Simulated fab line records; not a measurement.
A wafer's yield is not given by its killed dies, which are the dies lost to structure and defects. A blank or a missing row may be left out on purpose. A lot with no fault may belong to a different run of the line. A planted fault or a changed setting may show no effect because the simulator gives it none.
Split-lot study :: flow n5_finfet :: 21 wafers read from 7 lots, route of 1938 steps

## THE SPLIT
At N5_BEOL_M13_TRENCH_ETCH_34 (etches SiOC in C4F8/O2/Ar, target depth 413.47 nm, time 162.6 s), the setting time_s was moved away from the recipe's 162.6 s on 9 of the 21 wafers read, by -17.2% to +21.6%. This setting was run at the recipe's value on the other wafers.

## FROM THE SPLIT TO THE READING: what the file shows between them, 11 steps
- N5_BEOL_M13_STRIP_70: strips in C4F8/O2/Ar
- N5_BEOL_M13_OCD_MEAS_35
- N5_BEOL_M13_SPUTTER_43: material TaN, target thk 15 nm, time 24.19 s (also split here: power_w)
- N5_BEOL_M13_SPUTTER_44: material Ta, target thk 10 nm, time 16.13 s
- N5_BEOL_M13_SPUTTER_45: material Cu, target thk 80 nm, time 13.33 s
- N5_BEOL_M13_ECD_47: material Cu, target thk 936 nm
- N5_BEOL_M13_ANNEAL_48: time 90 s
- N5_BEOL_M13_CMP_49: polishes, stops on SiOC, t overpolish 17.1 s, target thk 420 nm
- N5_BEOL_M13_THK_MEAS_50: measures by xrf
- N5_BEOL_M13_PRE_CLEAN_52: time 15 s
- N5_BEOL_M13_DEP_53: deposits SiCN from 3MS/NH3, target thk 50 nm, time 17.8 s

## THE READING
M13_RS (ohm/sq), read at N5_BEOL_M13_RS_MEAS_54 with a four-point probe. On this fab line, fault-free wafers typically give 0.0451 ohm/sq with a standard deviation of 0.00076 ohm/sq.

wafer: L074.1
tool, chamber at the split: rie_diel-01, 1
time_s as run, s: 162.6
against the recipe: recipe
M13_RS, ohm/sq: 0.0451
against lot-mates on the recipe: -

wafer: L074.2
tool, chamber at the split: rie_diel-01, 3
time_s as run, s: 162.6
against the recipe: recipe
M13_RS, ohm/sq: 0.0464
against lot-mates on the recipe: -

wafer: L074.3
tool, chamber at the split: rie_diel-01, 0
time_s as run, s: 162.6
against the recipe: recipe
M13_RS, ohm/sq: 0.0460
against lot-mates on the recipe: -

wafer: L076.1
tool, chamber at the split: rie_diel-06, 1
time_s as run, s: 134.7
against the recipe: -17.2%
M13_RS, ohm/sq: 0.0532
against lot-mates on the recipe: +0.0087

wafer: L076.2
tool, chamber at the split: rie_diel-06, 0
time_s as run, s: 134.7
against the recipe: -17.2%
M13_RS, ohm/sq: 0.0542
against lot-mates on the recipe: +0.0097

wafer: L076.4
tool, chamber at the split: rie_diel-06, 3
time_s as run, s: 162.6
against the recipe: recipe
M13_RS, ohm/sq: 0.0445
against lot-mates on the recipe: -

wafer: L078.2
tool, chamber at the split: rie_diel-04, 0
time_s as run, s: 177.1
against the recipe: +8.9%
M13_RS, ohm/sq: 0.0418
against lot-mates on the recipe: -0.0032

wafer: L078.3
tool, chamber at the split: rie_diel-04, 2
time_s as run, s: 162.6
against the recipe: recipe
M13_RS, ohm/sq: 0.0450
against lot-mates on the recipe: -

wafer: L078.6
tool, chamber at the split: rie_diel-04, 0
time_s as run, s: 177.1
against the recipe: +8.9%
M13_RS, ohm/sq: 0.0419
against lot-mates on the recipe: -0.0031

wafer: L082.1
tool, chamber at the split: rie_diel-01, 1
time_s as run, s: 162.6
against the recipe: recipe
M13_RS, ohm/sq: 0.0448
against lot-mates on the recipe: -

wafer: L082.3
tool, chamber at the split: rie_diel-01, 0
time_s as run, s: 144.7
against the recipe: -11.0%
M13_RS, ohm/sq: 0.0513
against lot-mates on the recipe: +0.0065

wafer: L082.4
tool, chamber at the split: rie_diel-01, 3
time_s as run, s: 144.7
against the recipe: -11.0%
M13_RS, ohm/sq: 0.0496
against lot-mates on the recipe: +0.0048

wafer: L084.2
tool, chamber at the split: rie_diel-04, 1
time_s as run, s: 181.1
against the recipe: +11.4%
M13_RS, ohm/sq: 0.0394
against lot-mates on the recipe: -0.0065

wafer: L084.3
tool, chamber at the split: rie_diel-04, 3
time_s as run, s: 181.1
against the recipe: +11.4%
M13_RS, ohm/sq: 0.0402
against lot-mates on the recipe: -0.0057

wafer: L084.5
tool, chamber at the split: rie_diel-04, 0
time_s as run, s: 162.6
against the recipe: recipe
M13_RS, ohm/sq: 0.0459
against lot-mates on the recipe: -

wafer: L087.3
tool, chamber at the split: rie_diel-01, 0
time_s as run, s: 162.6
against the recipe: recipe
M13_RS, ohm/sq: 0.0462
against lot-mates on the recipe: -

wafer: L087.4
tool, chamber at the split: rie_diel-01, 1
time_s as run, s: 162.6
against the recipe: recipe
M13_RS, ohm/sq: 0.0445
against lot-mates on the recipe: -

wafer: L087.5
tool, chamber at the split: rie_diel-01, 1
time_s as run, s: 162.6
against the recipe: recipe
M13_RS, ohm/sq: 0.0445
against lot-mates on the recipe: -

wafer: L095.2
tool, chamber at the split: rie_diel-04, 1
time_s as run, s: 162.6
against the recipe: recipe
M13_RS, ohm/sq: 0.0432
against lot-mates on the recipe: -

wafer: L095.4
tool, chamber at the split: rie_diel-04, 3
time_s as run, s: 162.6
against the recipe: recipe
M13_RS, ohm/sq: 0.0443
against lot-mates on the recipe: -

wafer: L095.5
tool, chamber at the split: rie_diel-04, 1
time_s as run, s: 197.7
against the recipe: +21.6%
M13_RS, ohm/sq: 0.0353
against lot-mates on the recipe: -0.0084

FIT RESULTS
A straight line over all 21 wafers: M13_RS changes by -0.000469 ohm/sq for each +1% of time_s; r = -0.98; the points scatter about the line by 0.00086 ohm/sq.
The same after taking each lot's own level away (the mean of its wafers on the recipe; 21 wafers): -0.000478 ohm/sq for each +1%; r = -0.98; scatter 0.00084 ohm/sq.
The reading moves by 0.01 ohm/sq for the largest change in time_s, on that fit.
Across the lots, their own levels run from 0.04375 to 0.04590 ohm/sq, a range of 2.8 times the standard deviation given above.
Hence the lot-to-lot level has little effect on the slope; both slopes agree.
Check: with one of the wafers moved furthest among these (+21.6%) left out of the fit, the line predicts -0.0108 ohm/sq for it against its lot-mates. It came out at -0.00845 ohm/sq against them.

## ADDITIONAL SPLITS CARRIED BY THESE WAFERS
Before the reading, these wafers also passed through other splits. Each is held against what the fit with the lots' levels taken away leaves over:
other split on the same wafers: N5_BEOL_M11_DESCUM_16 time_s
wafers away from the commonest value: 12
r with M13_RS (lot level and that fit taken away): -0.10

other split on the same wafers: N5_BEOL_M12_TRENCH_ETCH_34 time_s
wafers away from the commonest value: 7
r with M13_RS (lot level and that fit taken away): +0.08

other split on the same wafers: N5_BEOL_M12_SPUTTER_45 time_s
wafers away from the commonest value: 8
r with M13_RS (lot level and that fit taken away): +0.11

other split on the same wafers: N5_BEOL_M13_SPUTTER_43 power_w
wafers away from the commonest value: 5
r with M13_RS (lot level and that fit taken away): +0.11

## THE WHOLE CHAIN: every reading that the file lists as answering this split, in the file's order
step: N5_BEOL_M13_TRENCH_ETCH_34
what it does: etches SiOC in C4F8/O2/Ar, target depth 413.47 nm, time 162.6 s
reading: etch.depth_nm (the simulator's own value, which no gauge read)
change (the file's fit): +4.44 nm for each +1% of the setting
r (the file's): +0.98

step: N5_BEOL_M13_OCD_MEAS_35
what it does: 
reading: trench_depth_nm
change (the file's fit): +4.45 nm for each +1% of the setting
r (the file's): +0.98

step: N5_BEOL_M13_CMP_49
what it does: polishes, stops on SiOC, t overpolish 17.1 s, target thk 420 nm
reading: Cu_of_BEOL_M13_ECD_47.thk_nm (the simulator's own value, which no gauge read)
change (the file's fit): +4.41 nm for each +1% of the setting
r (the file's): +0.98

step: N5_BEOL_M13_THK_MEAS_50
what it does: measures by xrf
reading: M13_THK
change (the file's fit): +4.27 for each +1% of the setting
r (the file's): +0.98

step: N5_BEOL_M13_RS_MEAS_54
what it does: measures by four-point-probe
reading: M13_RS
change (the file's fit): -0.000457 for each +1% of the setting
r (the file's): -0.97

## THE FILE'S OWN FIT
M13_RS changes by -0.000457 ohm/sq for each +1% of time_s, r = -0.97.
